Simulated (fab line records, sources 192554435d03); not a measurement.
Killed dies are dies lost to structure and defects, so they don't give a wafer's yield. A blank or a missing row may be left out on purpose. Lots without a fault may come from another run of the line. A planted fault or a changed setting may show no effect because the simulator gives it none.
fab line records | flow n5_finfet | part 2 of 2: steps 10 to 10 of 10
record lots=6 wafers=18 last_day=18
route steps=1938 shown BEOL_M4@1111 BEOL_M11@1556 BEOL_M15@1830 PASSIVATION@1936
lots that met no fault: from a run of the same line without faults
start_h: hours from the record's first day to the start of the lot's first wafer shown | wait_h: hours since the lot's step before | " the same as in the row above | L1.1+2: a row that stands for several wafers | - no value, or no start given | * or withheld: withheld | < > ~ a bound
route shown NAME@n: a module of which the file shows steps, and the number in the route of the first | usual: mean/standard deviation of fault-free wafers | same: alike in all rows | chamber/n: place in a boat | sites: the reading at each site | _std_site: their standard deviation | _edge_site: outer sites' mean less inner sites' | radius_mm: how far each site lies from the wafer's centre | mask NAME#n: copy n | behind: the tool/chamber that last shaped the wafer | hold: why the lot was held/for how many hours/how that ended | device: the transistor (n, p or np) that didn't switch | end of line: the same wafers' tests at the end of the route | a step without rows: its recipe alone | killed: dies lost to structure and defects at the first sort, not the wafer's yield | map: a wafer's dies, x killed, . not, _ none there
set.NAME: the setting as run; set.NAME@STEP: as run at that earlier step | model.NAME: the simulator's own value behind a step, which no gauge read
steps of the route over a sample of lots; a table a step, a row a wafer
services: from which hour (start_h, from the record's first day; less than 0 if before it) a tool's chamber was out of use, for how many hours, and why
## steps
# step N5_PASSIVATION_PROBE_49
# usual defect_limited_yield=91.2/1.4 killed_at_M0_to_M3=35/11 killed_at_M4_up=14/5.6 killed_at_contacts=12/5.6 killed_at_front_end=38/11 killed_at_other=4/3.4 killed_dies=103/17 killed_open=68/12 killed_short=33/8.8 sort_bin_5_function=5.1/0.89 sort_bin_6_memory=3.3/0.71 sort_bin_8_speed=0/0 sort_n_pass=1077/17
# same gross_dies=1180 killed_at_back_side=0 sort_bin_4_leakage[%]=0
# columns lot.wafer tool chamber start_h wait_h defect_limited_yield[%] killed_at_M0_to_M3 killed_at_M4_up killed_at_contacts killed_at_front_end killed_at_other killed_dies killed_open killed_short sort_bin_5_function[%] sort_bin_6_memory[%] sort_bin_8_speed[%] sort_n_pass
L317.1 prober-02 - 306.60 0.0 89.5 59 13 4 48 0 124 80 37 6.4 3.3 0 1056
L317.3 prober-02 - 306.70 0.1 89.9 47 12 8 49 3 119 78 36 5.8 3.6 0 1061
L317.4 prober-02 - 306.75 0.2 91.4 31 15 14 38 3 101 65 34 4.7 3.6 0 1079
L319.2 prober-02 - 325.59 0.1 90.1 44 11 9 47 6 117 67 48 5.3 4.2 0 1063
L319.3 prober-02 - 325.64 0.1 91.1 42 11 4 40 8 105 58 39 5.3 3.2 0 1075
L319.6 prober-02 - 325.79 0.3 90.6 45 18 5 38 5 111 69 37 5.3 3.6 0 1069
L330.3 prober-01 - 395.27 0.8 90.7 37 12 6 52 3 110 58 50 5.3 3.6 0 1070
L330.5 prober-01 - 395.37 0.9 90.0 50 19 15 33 1 118 69 39 5.6 3.4 0.76 1062
L330.6 prober-01 - 395.42 1.0 89.4 45 18 13 48 1 125 68 55 5.3 4.7 0 1055
L331.2 prober-01 - 401.70 0.1 88.6 49 28 17 39 2 135 75 47 6.4 3.8 1.02 1045
L331.3 prober-01 - 401.75 0.1 89.4 50 18 14 39 4 125 83 42 5.9 4.3 0 1055
L331.6 prober-01 - 401.90 0.3 90.1 53 13 20 25 6 117 73 39 5.3 4.2 0 1063
L336.2 prober-01 - 437.40 0.1 92.0 25 14 4 45 6 94 61 32 4.9 2.8 0 1086
L336.3 prober-01 - 437.45 0.1 91.9 39 21 4 28 4 96 71 22 4.7 3.2 0 1084
L336.5 prober-01 - 437.55 0.2 89.7 44 16 13 45 4 122 81 39 5.8 4.0 0 1058
L335.1 prober-02 - 438.55 0.0 91.4 36 10 5 48 3 102 64 38 4.7 3.6 0 1078
L335.2 prober-02 - 438.60 0.1 93.9 19 16 7 29 1 72 46 26 4.2 1.4 0 1108
L335.5 prober-02 - 438.75 0.2 90.7 23 23 13 48 3 110 79 30 6.3 2.8 0 1070
# killed by level:class
L317.1 BEOL_M1:geometric_particle:open=13 BEOL_M2:geometric_particle:open=10 BEOL_M3:geometric_particle:open=10 BEOL_M0_SAQP:geometric_particle:short=9 FIN_SAQP:geometric_particle:open=8 BEOL_M0_SAQP:geometric_particle:open=8 FIN_SAQP:geometric_particle:short=7 DUMMY_GATE:geometric_particle:open=7
L317.3 BEOL_M2:geometric_particle:open=15 FIN_SAQP:geometric_particle:open=12 BEOL_M0_SAQP:geometric_particle:short=10 FIN_SAQP:geometric_particle:short=7 BEOL_M0_SAQP:geometric_particle:open=7 MOL_CONTACT_COAG:geometric_particle:open=6 STI_FIN_REVEAL:geometric_particle:open=5 BEOL_M3:geometric_particle:open=5
L317.4 MOL_CONTACT_COAG:geometric_particle:open=12 BEOL_M0_SAQP:geometric_particle:open=8 BEOL_M0_SAQP:geometric_particle:short=7 BEOL_M2:geometric_particle:open=7 FIN_SAQP:geometric_particle:short=6 STI_FIN_REVEAL:geometric_particle:open=6 DUMMY_GATE:geometric_particle:open=6 BEOL_M4:geometric_particle:open=6
L319.2 BEOL_M0_SAQP:geometric_particle:short=11 FIN_SAQP:geometric_particle:short=10 BEOL_M0_SAQP:geometric_particle:open=9 FIN_SAQP:geometric_particle:open=7 GATE_CUT:geometric_particle:short=6 MOL_CONTACT_COAG:geometric_particle:open=6 BEOL_M2:geometric_particle:open=6 BEOL_M3:geometric_particle:open=6
L319.3 BEOL_M0_SAQP:geometric_particle:open=14 BEOL_M0_SAQP:geometric_particle:short=10 FIN_SAQP:geometric_particle:short=9 BEOL_M1:geometric_particle:open=8 FIN_SAQP:geometric_particle:open=7 STARTING-WAFER:geometric_particle:open=5 BEOL_M3:geometric_particle:open=4 MOL_CONTACT_COAG:geometric_particle:open=4
L319.6 BEOL_M0_SAQP:geometric_particle:short=13 FIN_SAQP:geometric_particle:short=8 BEOL_M0_SAQP:geometric_particle:open=8 BEOL_M1:geometric_particle:open=8 BEOL_M2:geometric_particle:open=8 BEOL_M5:geometric_particle:open=7 STARTING-WAFER:geometric_particle:open=6 MOL_CONTACT_COAG:geometric_particle:open=5
L330.3 STI_FIN_REVEAL:geometric_particle:open=12 FIN_SAQP:geometric_particle:short=10 BEOL_M3:geometric_particle:open=9 BEOL_M0_SAQP:geometric_particle:short=9 FIN_SAQP:geometric_particle:open=8 GATE_CUT:geometric_particle:short=8 STI_FIN_REVEAL:geometric_particle:short=7 BEOL_M0_SAQP:geometric_particle:open=7
L330.5 MOL_CONTACT_COAG:geometric_particle:open=15 BEOL_M1:geometric_particle:open=11 BEOL_M0_SAQP:geometric_particle:open=9 BEOL_M11:area_ecd=9 GATE_CUT:geometric_particle:short=8 BEOL_M0_SAQP:geometric_particle:short=8 BEOL_M0:geometric_particle:open=7 BEOL_M1:geometric_particle:short=6
L330.6 FIN_SAQP:geometric_particle:short=14 MOL_CONTACT_COAG:geometric_particle:open=12 BEOL_M1:geometric_particle:open=9 BEOL_M4:geometric_particle:open=9 BEOL_M0:geometric_particle:open=7 BEOL_M1:geometric_particle:short=7 BEOL_M0_SAQP:geometric_particle:short=6 STARTING-WAFER:geometric_particle:short=6
L331.2 BEOL_M0_SAQP:geometric_particle:short=21 MOL_CONTACT_COAG:geometric_particle:open=12 BEOL_M11:area_ecd=12 BEOL_M0_SAQP:geometric_particle:open=10 BEOL_M1:geometric_particle:open=8 GATE_CUT:geometric_particle:short=7 BEOL_M2:geometric_particle:open=6 BEOL_M4:geometric_particle:open=6
L331.3 BEOL_M0_SAQP:geometric_particle:short=16 MOL_CONTACT_COAG:geometric_particle:open=13 STI_FIN_REVEAL:geometric_particle:open=11 BEOL_M0_SAQP:geometric_particle:open=11 BEOL_M4:geometric_particle:open=11 BEOL_M1:geometric_particle:open=9 FIN_SAQP:geometric_particle:short=8 BEOL_M3:geometric_particle:open=6
L331.6 MOL_CONTACT_COAG:geometric_particle:open=18 BEOL_M0_SAQP:geometric_particle:short=17 BEOL_M0_SAQP:geometric_particle:open=12 GATE_CUT:geometric_particle:short=6 BEOL_M1:geometric_particle:open=6 BEOL_M2:geometric_particle:open=6 BEOL_M3:geometric_particle:open=6 STI_FIN_REVEAL:geometric_particle:open=4
L336.2 FIN_SAQP:geometric_particle:open=13 FIN_SAQP:geometric_particle:short=11 BEOL_M3:geometric_particle:open=9 BEOL_M0_SAQP:geometric_particle:short=6 GATE_CUT:geometric_particle:short=5 BEOL_M4:geometric_particle:open=5 BEOL_M0_SAQP:geometric_particle:open=4 DUMMY_GATE:geometric_particle:open=3
L336.3 BEOL_M3:geometric_particle:open=10 BEOL_M0_SAQP:geometric_particle:open=9 BEOL_M5:geometric_particle:open=8 BEOL_M0_SAQP:geometric_particle:short=7 FIN_SAQP:geometric_particle:short=6 BEOL_M2:geometric_particle:open=6 STI_FIN_REVEAL:geometric_particle:open=5 DUMMY_GATE:geometric_particle:open=5
L336.5 MOL_CONTACT_COAG:geometric_particle:open=12 FIN_SAQP:geometric_particle:short=11 BEOL_M0_SAQP:geometric_particle:open=11 FIN_SAQP:geometric_particle:open=10 BEOL_M2:geometric_particle:open=10 BEOL_M3:geometric_particle:open=8 STI_FIN_REVEAL:geometric_particle:open=6 BEOL_M0_SAQP:geometric_particle:short=5
L335.1 BEOL_M0_SAQP:geometric_particle:short=13 DUMMY_GATE:geometric_particle:open=11 FIN_SAQP:geometric_particle:open=7 STI_FIN_REVEAL:geometric_particle:open=7 BEOL_M4:geometric_particle:open=7 BEOL_M0_SAQP:geometric_particle:open=6 MOL_CONTACT_COAG:geometric_particle:open=5 BEOL_M1:geometric_particle:short=5
L335.2 BEOL_M4:geometric_particle:open=6 BEOL_M5:geometric_particle:open=6 FIN_SAQP:geometric_particle:short=5 BEOL_M1:geometric_particle:open=5 DUMMY_GATE:geometric_particle:open=4 MOL_CONTACT_COAG:geometric_particle:short=4 BEOL_M0:geometric_particle:open=4 STI_FIN_REVEAL:geometric_particle:open=3
L335.5 STI_FIN_REVEAL:geometric_particle:open=18 MOL_CONTACT_COAG:geometric_particle:open=13 FIN_SAQP:geometric_particle:short=8 BEOL_M0_SAQP:geometric_particle:open=7 BEOL_M4:geometric_particle:open=7 BEOL_M2:geometric_particle:open=6 BEOL_M5:geometric_particle:open=6 STI_FIN_REVEAL:geometric_particle:short=4
## services
# columns tool chamber start_h hours kind
rie_diel-02 1 257.11 6.0 repair
rie_diel-02 3 293.80 6.4 repair
rie_diel-03 0 318.87 4.7 repair
rie_diel-02 3 325.04 - clean
rie_diel-02 3 325.04 - consumable_replace:focus_ring
rie_diel-02 3 325.04 - consumable_replace:showerhead
rie_diel-02 3 325.04 14.1 scheduled_down
rie_diel-02 3 325.04 14.1 vent_cycle
rie_diel-03 0 325.59 3.4 repair
## key
first_sign step=N5_BEOL_M11_TRENCH_ETCH_37 reading=run_length_s direction=down sigmas=47 usual=* struck=*
effect step=N5_BEOL_M11_OCD_MEAS_38 reading=trench_depth_nm direction=down sigmas=27 usual=147.9 struck=96.5
effect step=N5_BEOL_M11_THK_MEAS_53 reading=M11_THK direction=down sigmas=25 usual=138.8 struck=86.0
effect step=N5_BEOL_M11_RS_MEAS_57 reading=M11_RS direction=up sigmas=43 usual=0.1518 struck=0.2600
effect step=N5_BEOL_M15_RC_MEAS_101 reading=SERP_M11 direction=up sigmas=30 usual=3.08 struck=5.23
effect step=N5_PASSIVATION_PROBE_49 reading=sort_bin_8_speed direction=up sigmas=10 usual=0 struck=0.89
met_at N5_BEOL_M11_TRENCH_ETCH_37
struck_lots L330,L331
struck_wafers L330.5,L331.2
not_acting_at N5_BEOL_M11_STRIP_67,N5_BEOL_M11_CD_MEAS_28,N5_BEOL_M11_ETCH_66
onset_between 282.59 350.98
fault kind=process_parameter_drift tool=rie_diel-02 chamber=- onset_h=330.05 steps=N5_BEOL_M11_TRENCH_ETCH_37 channel=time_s offset=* shape=step end_h=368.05 scope=struck_wafers_only acts_in=* stated=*
